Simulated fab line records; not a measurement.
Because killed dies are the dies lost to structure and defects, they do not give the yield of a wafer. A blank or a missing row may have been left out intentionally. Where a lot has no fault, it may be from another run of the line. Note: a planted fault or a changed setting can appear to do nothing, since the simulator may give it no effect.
Which tool was responsible? / flow n5Finfet / Sampling: 10 lots, 29 wafers, 2 of 1938 route steps

WHAT THE GAUGES SHOWED, per wafer
N5_BEOL_M13_THK_MEAS_01.
lot=L208; measured=day 10 13:06; on=filmMetro-02; M13_ILD_THK (nm)=839 857 865
lot=L215; measured=day 12 22:32; on=filmMetro-01; M13_ILD_THK (nm)=820 838 830
lot=L217; measured=day 13 06:58; on=filmMetro-01; M13_ILD_THK (nm)=828 834 844
lot=L221; measured=day 14 07:10; on=filmMetro-02; M13_ILD_THK (nm)=818 832 837
lot=L222; measured=day 14 19:23; on=filmMetro-01; M13_ILD_THK (nm)=843 840 857
lot=L223; measured=day 14 21:52; on=filmMetro-02; M13_ILD_THK (nm)=838 854 858
lot=L228; measured=day 16 01:14; on=filmMetro-01; M13_ILD_THK (nm)=843 837 851
lot=L229; measured=day 16 01:13; on=filmMetro-02; M13_ILD_THK (nm)=859 850
lot=L231; measured=day 16 06:58; on=filmMetro-01; M13_ILD_THK (nm)=851 846 853
lot=L230; measured=day 16 07:34; on=filmMetro-01; M13_ILD_THK (nm)=849 851 868

TOOL THAT RAN EACH LOT (tool first, then ch and the chambers of the sampled wafers, then the start)
lot=L208; N5_BEOL_M12_CMP_49=cmp-03 ch 0,3, day 10 12:29
lot=L215; N5_BEOL_M12_CMP_49=cmp-03 ch 1,2,3, day 12 21:58
lot=L217; N5_BEOL_M12_CMP_49=cmp-04 ch 1,2,3, day 13 06:26
lot=L221; N5_BEOL_M12_CMP_49=cmp-03 ch 1,2, day 14 06:32
lot=L222; N5_BEOL_M12_CMP_49=cmp-01 ch 0,1,3, day 14 18:46
lot=L223; N5_BEOL_M12_CMP_49=cmp-04 ch 1,2,3, day 14 21:18
lot=L228; N5_BEOL_M12_CMP_49=cmp-04 ch 1,2, day 16 00:35
lot=L229; N5_BEOL_M12_CMP_49=cmp-03 ch 0,3, day 16 00:43
lot=L231; N5_BEOL_M12_CMP_49=cmp-04 ch 1,2,3, day 16 06:25
lot=L230; N5_BEOL_M12_CMP_49=cmp-03 ch 1,2, day 16 06:55
- N5_BEOL_M12_CMP_49: polishes, stops on SiOC, t overpolish 20.6 s, target thk 320 nm.

THE ANSWER, worked out from the rows above alone
Rule: usual is defined by the lots themselves. Put in order of their means at a reading, lots are off if they are a third of the lots or fewer, leave a main group of 4 or more, and stand apart from it by a gap of 3 or more times the standard deviation of the main group's means; of several such gaps the widest counts. The tables above print the reading to a certain number of digits; a main group whose means all agree to those digits is not used. A lot without any number at a reading at which 4 lots or more have one is off too. Any other lot the step has rows for is counted as sound.
Nothing can be told from this: no lot is off at any reading shown.

WHAT THE SIMULATOR HAD INSERTED
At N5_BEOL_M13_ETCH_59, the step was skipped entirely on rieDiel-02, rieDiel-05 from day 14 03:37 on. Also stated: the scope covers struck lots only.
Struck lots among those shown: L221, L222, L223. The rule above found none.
